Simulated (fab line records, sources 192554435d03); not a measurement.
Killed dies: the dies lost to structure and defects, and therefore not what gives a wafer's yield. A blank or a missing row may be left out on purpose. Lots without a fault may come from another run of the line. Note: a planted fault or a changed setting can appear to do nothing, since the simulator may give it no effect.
Split-lot experiment :: flow n5-finfet :: 39 wafers read across 7 lots, on a route 1938 steps long

== THE SPLIT ITSELF ==
At N5_MOL_CONTACT_COAG_ALD_133 (deposits SiO2, target thk 5 nm, pulse time 1 s, co reactant pulse time 1 s), the setting ald-cycles was moved away from the recipe's 35 on 15 of the 39 wafers read, by -57.1% to +57.1%. All remaining wafers had this setting at the recipe value.

Reading taken at the split's own step.

== THE READING ==
SiO2_of_MOL_CONTACT_COAG_ALD_133.thk-nm (the simulator's own value, which no gauge read), in nm, at N5_MOL_CONTACT_COAG_ALD_133 (deposits SiO2, target thk 5 nm, pulse time 1 s, co reactant pulse time 1 s). The file gives no usual value for it.

wafer: L074.1
tool, chamber at the split: ald-sin-01, 1,0,3
ald-cycles as run: 35
against the recipe: recipe
SiO2_of_MOL_CONTACT_COAG_ALD_133.thk-nm, nm: 5
against lot-mates on the recipe: -

wafer: L074.2
tool, chamber at the split: ald-sin-01, 1,0,3
ald-cycles as run: 35
against the recipe: recipe
SiO2_of_MOL_CONTACT_COAG_ALD_133.thk-nm, nm: 5
against lot-mates on the recipe: -

wafer: L074.3
tool, chamber at the split: ald-sin-01, 1,0,3
ald-cycles as run: 35
against the recipe: recipe
SiO2_of_MOL_CONTACT_COAG_ALD_133.thk-nm, nm: 5
against lot-mates on the recipe: -

wafer: L074.4
tool, chamber at the split: ald-sin-01, 2,1,0
ald-cycles as run: 26
against the recipe: -25.7%
SiO2_of_MOL_CONTACT_COAG_ALD_133.thk-nm, nm: 3.8
against lot-mates on the recipe: -1.2

wafer: L074.5
tool, chamber at the split: ald-sin-01, 2,1,0
ald-cycles as run: 26
against the recipe: -25.7%
SiO2_of_MOL_CONTACT_COAG_ALD_133.thk-nm, nm: 3.8
against lot-mates on the recipe: -1.2

wafer: L074.6
tool, chamber at the split: ald-sin-01, 2,1,0
ald-cycles as run: 26
against the recipe: -25.7%
SiO2_of_MOL_CONTACT_COAG_ALD_133.thk-nm, nm: 3.8
against lot-mates on the recipe: -1.2

wafer: L075.1
tool, chamber at the split: ald-sin-04, 0,1
ald-cycles as run: 16
against the recipe: -54.3%
SiO2_of_MOL_CONTACT_COAG_ALD_133.thk-nm, nm: 2.2
against lot-mates on the recipe: -2.8

wafer: L075.3
tool, chamber at the split: ald-sin-04, 0,1
ald-cycles as run: 16
against the recipe: -54.3%
SiO2_of_MOL_CONTACT_COAG_ALD_133.thk-nm, nm: 2.2
against lot-mates on the recipe: -2.8

wafer: L075.2
tool, chamber at the split: ald-sin-04, 3,1,2
ald-cycles as run: 35
against the recipe: recipe
SiO2_of_MOL_CONTACT_COAG_ALD_133.thk-nm, nm: 5
against lot-mates on the recipe: -

wafer: L075.5
tool, chamber at the split: ald-sin-04, 3,1,2
ald-cycles as run: 35
against the recipe: recipe
SiO2_of_MOL_CONTACT_COAG_ALD_133.thk-nm, nm: 5
against lot-mates on the recipe: -

wafer: L075.6
tool, chamber at the split: ald-sin-04, 3,1,2
ald-cycles as run: 35
against the recipe: recipe
SiO2_of_MOL_CONTACT_COAG_ALD_133.thk-nm, nm: 5
against lot-mates on the recipe: -

wafer: L075.4
tool, chamber at the split: ald-sin-04, 2
ald-cycles as run: 16
against the recipe: -54.3%
SiO2_of_MOL_CONTACT_COAG_ALD_133.thk-nm, nm: 2.4
against lot-mates on the recipe: -2.6

wafer: L076.1
tool, chamber at the split: ald-sin-04, 1,2,1
ald-cycles as run: 35
against the recipe: recipe
SiO2_of_MOL_CONTACT_COAG_ALD_133.thk-nm, nm: 5
against lot-mates on the recipe: -

wafer: L076.2
tool, chamber at the split: ald-sin-04, 1,2,1
ald-cycles as run: 35
against the recipe: recipe
SiO2_of_MOL_CONTACT_COAG_ALD_133.thk-nm, nm: 5
against lot-mates on the recipe: -

wafer: L076.6
tool, chamber at the split: ald-sin-04, 1,2,1
ald-cycles as run: 35
against the recipe: recipe
SiO2_of_MOL_CONTACT_COAG_ALD_133.thk-nm, nm: 5
against lot-mates on the recipe: -

wafer: L076.3
tool, chamber at the split: ald-sin-04, 3,0,0
ald-cycles as run: 55
against the recipe: +57.1%
SiO2_of_MOL_CONTACT_COAG_ALD_133.thk-nm, nm: 7.8
against lot-mates on the recipe: +2.8

wafer: L076.4
tool, chamber at the split: ald-sin-04, 3,0,0
ald-cycles as run: 55
against the recipe: +57.1%
SiO2_of_MOL_CONTACT_COAG_ALD_133.thk-nm, nm: 7.8
against lot-mates on the recipe: +2.8

wafer: L076.5
tool, chamber at the split: ald-sin-04, 3,0,0
ald-cycles as run: 55
against the recipe: +57.1%
SiO2_of_MOL_CONTACT_COAG_ALD_133.thk-nm, nm: 7.8
against lot-mates on the recipe: +2.8

wafer: L078.1
tool, chamber at the split: ald-sin-03, 0,2,0
ald-cycles as run: 35
against the recipe: recipe
SiO2_of_MOL_CONTACT_COAG_ALD_133.thk-nm, nm: 5
against lot-mates on the recipe: -

wafer: L078.2
tool, chamber at the split: ald-sin-03, 0,2,0
ald-cycles as run: 35
against the recipe: recipe
SiO2_of_MOL_CONTACT_COAG_ALD_133.thk-nm, nm: 5
against lot-mates on the recipe: -

wafer: L078.5
tool, chamber at the split: ald-sin-03, 0,2,0
ald-cycles as run: 35
against the recipe: recipe
SiO2_of_MOL_CONTACT_COAG_ALD_133.thk-nm, nm: 5
against lot-mates on the recipe: -

wafer: L078.3
tool, chamber at the split: ald-sin-03, 1,3,1
ald-cycles as run: 18
against the recipe: -48.6%
SiO2_of_MOL_CONTACT_COAG_ALD_133.thk-nm, nm: 2.6
against lot-mates on the recipe: -2.4

wafer: L078.4
tool, chamber at the split: ald-sin-03, 1,3,1
ald-cycles as run: 18
against the recipe: -48.6%
SiO2_of_MOL_CONTACT_COAG_ALD_133.thk-nm, nm: 2.6
against lot-mates on the recipe: -2.4

wafer: L078.6
tool, chamber at the split: ald-sin-03, 1,3,1
ald-cycles as run: 18
against the recipe: -48.6%
SiO2_of_MOL_CONTACT_COAG_ALD_133.thk-nm, nm: 2.6
against lot-mates on the recipe: -2.4

wafer: L079.2
tool, chamber at the split: ald-sin-03, 3,1,0
ald-cycles as run: 35
against the recipe: recipe
SiO2_of_MOL_CONTACT_COAG_ALD_133.thk-nm, nm: 5
against lot-mates on the recipe: -

wafer: L079.5
tool, chamber at the split: ald-sin-03, 3,1,0
ald-cycles as run: 35
against the recipe: recipe
SiO2_of_MOL_CONTACT_COAG_ALD_133.thk-nm, nm: 5
against lot-mates on the recipe: -

wafer: L079.6
tool, chamber at the split: ald-sin-03, 3,1,0
ald-cycles as run: 35
against the recipe: recipe
SiO2_of_MOL_CONTACT_COAG_ALD_133.thk-nm, nm: 5
against lot-mates on the recipe: -

wafer: L083.1
tool, chamber at the split: ald-sin-04, 1,0,2,3,3,2
ald-cycles as run: 35
against the recipe: recipe
SiO2_of_MOL_CONTACT_COAG_ALD_133.thk-nm, nm: 5
against lot-mates on the recipe: -

wafer: L083.2
tool, chamber at the split: ald-sin-04, 1,0,2,3,3,2
ald-cycles as run: 35
against the recipe: recipe
SiO2_of_MOL_CONTACT_COAG_ALD_133.thk-nm, nm: 5
against lot-mates on the recipe: -

wafer: L083.3
tool, chamber at the split: ald-sin-04, 1,0,2,3,3,2
ald-cycles as run: 35
against the recipe: recipe
SiO2_of_MOL_CONTACT_COAG_ALD_133.thk-nm, nm: 5
against lot-mates on the recipe: -

wafer: L083.4
tool, chamber at the split: ald-sin-04, 1,0,2,3,3,2
ald-cycles as run: 35
against the recipe: recipe
SiO2_of_MOL_CONTACT_COAG_ALD_133.thk-nm, nm: 5
against lot-mates on the recipe: -

wafer: L083.5
tool, chamber at the split: ald-sin-04, 1,0,2,3,3,2
ald-cycles as run: 35
against the recipe: recipe
SiO2_of_MOL_CONTACT_COAG_ALD_133.thk-nm, nm: 5
against lot-mates on the recipe: -

wafer: L083.6
tool, chamber at the split: ald-sin-04, 1,0,2,3,3,2
ald-cycles as run: 35
against the recipe: recipe
SiO2_of_MOL_CONTACT_COAG_ALD_133.thk-nm, nm: 5
against lot-mates on the recipe: -

wafer: L087.1
tool, chamber at the split: ald-sin-04, 1,2,1
ald-cycles as run: 15
against the recipe: -57.1%
SiO2_of_MOL_CONTACT_COAG_ALD_133.thk-nm, nm: 2.2
against lot-mates on the recipe: -2.8

wafer: L087.4
tool, chamber at the split: ald-sin-04, 1,2,1
ald-cycles as run: 15
against the recipe: -57.1%
SiO2_of_MOL_CONTACT_COAG_ALD_133.thk-nm, nm: 2.2
against lot-mates on the recipe: -2.8

wafer: L087.5
tool, chamber at the split: ald-sin-04, 1,2,1
ald-cycles as run: 15
against the recipe: -57.1%
SiO2_of_MOL_CONTACT_COAG_ALD_133.thk-nm, nm: 2.2
against lot-mates on the recipe: -2.8

wafer: L087.2
tool, chamber at the split: ald-sin-04, 0,3,0
ald-cycles as run: 35
against the recipe: recipe
SiO2_of_MOL_CONTACT_COAG_ALD_133.thk-nm, nm: 5
against lot-mates on the recipe: -

wafer: L087.3
tool, chamber at the split: ald-sin-04, 0,3,0
ald-cycles as run: 35
against the recipe: recipe
SiO2_of_MOL_CONTACT_COAG_ALD_133.thk-nm, nm: 5
against lot-mates on the recipe: -

wafer: L087.6
tool, chamber at the split: ald-sin-04, 0,3,0
ald-cycles as run: 35
against the recipe: recipe
SiO2_of_MOL_CONTACT_COAG_ALD_133.thk-nm, nm: 5
against lot-mates on the recipe: -
If several chambers appear in one row, that row covers several wafers at once and the file leaves open which wafer was in which chamber.

THE FIT
A straight line over all 39 wafers: SiO2_of_MOL_CONTACT_COAG_ALD_133.thk-nm changes by +0.0493 nm for each +1% of ald-cycles; r = +1.00; the points scatter about the line by 0.037 nm.
The same after taking each lot's own level away (the mean of its wafers on the recipe; 39 wafers): +0.0493 nm for each +1%; r = +1.00; scatter 0.037 nm.
That fit puts the effect of the largest move of ald-cycles on the reading at 2.8 nm.
The lots' own levels span 5.00 to 5.00 nm.
Consequently the slope shifts little with the lot-to-lot level, the two slopes agreeing.
Check: for one of the wafers moved furthest among these (+57.1%), held out of the fit, the line's prediction against its lot-mates is +2.82 nm. Against them it came out at +2.8 nm.

== FURTHER SPLITS ON THESE WAFERS ==
Other splits were also applied to these wafers ahead of the reading. Each is held against what the fit with the lots' levels taken away leaves over:
other split on the same wafers: N5_FIN_SAQP_SPACER2_ALD_28 target-thk-a
wafers away from the commonest value: 12
r with SiO2_of_MOL_CONTACT_COAG_ALD_133.thk-nm (lot level and that fit taken away): -0.07

other split on the same wafers: N5_SD_EPI_P_EPI_21 time-s
wafers away from the commonest value: 15
r with SiO2_of_MOL_CONTACT_COAG_ALD_133.thk-nm (lot level and that fit taken away): -0.08

== THE FILE'S OWN FIT ==
SiO2_of_MOL_CONTACT_COAG_ALD_133.thk-nm changes by +0.0493 nm for each +1% of ald-cycles, r = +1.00.
